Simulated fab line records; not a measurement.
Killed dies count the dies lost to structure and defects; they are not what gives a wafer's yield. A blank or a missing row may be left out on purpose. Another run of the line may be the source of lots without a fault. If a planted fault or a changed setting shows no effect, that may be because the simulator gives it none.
The tool behind it: which one?    flow n5_finfet    30 wafers from 11 lots sampled at 2 of the route's 1938 steps

== WHAT EACH GAUGE READ, for each wafer ==
N5_BEOL_M8_OVL_MEAS_29. Usual: V7_OVL typically reads -0.1 nm, with standard deviation 0.7.
lot   measured      on          V7_OVL (nm)     flag
L337  day 9 09:16   overlay-01  -1.5 -1.2 -0.8  
L340  day 10 02:57  overlay-01  0.0 0.4 -1.5    
L345  day 11 09:55  overlay-02  -0.2 -1.2       
L347  day 12 00:38  overlay-01  0.4 0.7 -0.1    
L348  day 12 00:28  overlay-01  -0.3 -0.4 -0.1  
L349  day 12 09:00  overlay-02  -0.5 -1.1       
L350  day 12 16:22  overlay-02  -0.3 -0.4       
L353  day 13 05:34  overlay-01  1.2 -0.9 -0.2   
L355  day 14 01:32  overlay-01  -0.1 0.6 -0.2   
L358  day 14 16:31  overlay-02  -0.6 -1.0 -0.9  
L360  day 15 09:36  overlay-02  -0.5 1.4 -0.2   

== WHAT TOOL EACH LOT RAN ON (gives the tool, then ch and the chambers of the sampled wafers, and finally the start) ==
lot   N5_BEOL_M8_STRIP_67
L337  rie_diel-02 ch 0,1,2, day 9 08:33
L340  rie_diel-02 ch 1,3, day 10 01:04
L345  rie_diel-03 ch 2, day 11 09:13
L347  rie_diel-02 ch 1,2,3, day 11 22:08
L348  rie_diel-03 ch 0,1,2, day 11 22:31
L349  rie_diel-03 ch 0,2, day 12 06:37
L350  rie_diel-03 ch 1,2, day 12 10:48
L353  rie_diel-01 ch 0,3, day 13 03:55
L355  rie_diel-03 ch 0,2,3, day 13 22:49
L358  rie_diel-01 ch 0,1, day 14 14:23
L360  rie_diel-03 ch 0,3, day 15 06:19
- N5_BEOL_M8_STRIP_67: strips in CF4.

== AS READ BY THE TOOLS THEMSELVES (means over the sampled wafers that have a number; for cases with no such wafer, the mark the record gives instead) ==
N5_BEOL_M8_STRIP_67. Usual: drypump_motor_current_A 5.7 A, standard deviation 0.38; oes_product_au 0.80 a.u., standard deviation 0.086; power_w 300.0 W, standard deviation 1; rf_vpp_V 271.6 V, standard deviation 1.7; showerhead_plenum_p_Torr 1.82 Torr, standard deviation 0.068; throttle_valve_pct 13.54 %, standard deviation 0.3.
lot   tool         drypump_motor_current_A (A)  oes_product_au (a.u.)  power_w (W)  rf_vpp_V (V)  showerhead_plenum_p_Torr (Torr)  throttle_valve_pct (%)  flag
L337  rie_diel-02  5.4                          0.85                   299.3        272.3         1.85                             13.58                   
L340  rie_diel-02  6.1                          0.90                   299.8        272.3         1.87                             13.34                   
L345  rie_diel-03  5.6                          0.74                   300.5        270.9         1.81                             13.79                   
L347  rie_diel-02  5.9                          0.85                   300.3        273.5         1.87                             13.45                   
L348  rie_diel-03  5.7                          0.85                   299.8        271.6         1.82                             13.35                   
L349  rie_diel-03  5.5                          0.82                   301.8        272.7         1.84                             13.54                   
L350  rie_diel-03  5.9                          0.80                   300.0        271.4         1.78                             13.42                   
L353  rie_diel-01  5.8                          0.68                   300.8        272.8         1.85                             14.04                   
L355  rie_diel-03  5.7                          0.80                   299.4        270.3         1.84                             13.57                   
L358  rie_diel-01  6.0                          0.70                   299.7        272.0         1.78                             13.77                   
L360  rie_diel-03  5.6                          0.85                   300.1        272.7         1.86                             13.40                   

== THE ANSWER, worked out from the rows above alone ==
Rule: lot off if the mean of its wafers having a number is beyond 3 standard deviations from the usual mean. Also off: a lot with no number at a reading for which 4 or more lots have one. The other lots that the step has rows for count as sound. After the gauges, taken in route order, come the tools' own readings; for these a lot's mean is taken, as printed above. The first step at which some lot is off is used, and at that step the reading that is off furthest; a lot without a number counts as furthest.
Nothing can be told from this: no lot is off at any reading shown.

== WHAT THE SIMULATOR PUT IN ==
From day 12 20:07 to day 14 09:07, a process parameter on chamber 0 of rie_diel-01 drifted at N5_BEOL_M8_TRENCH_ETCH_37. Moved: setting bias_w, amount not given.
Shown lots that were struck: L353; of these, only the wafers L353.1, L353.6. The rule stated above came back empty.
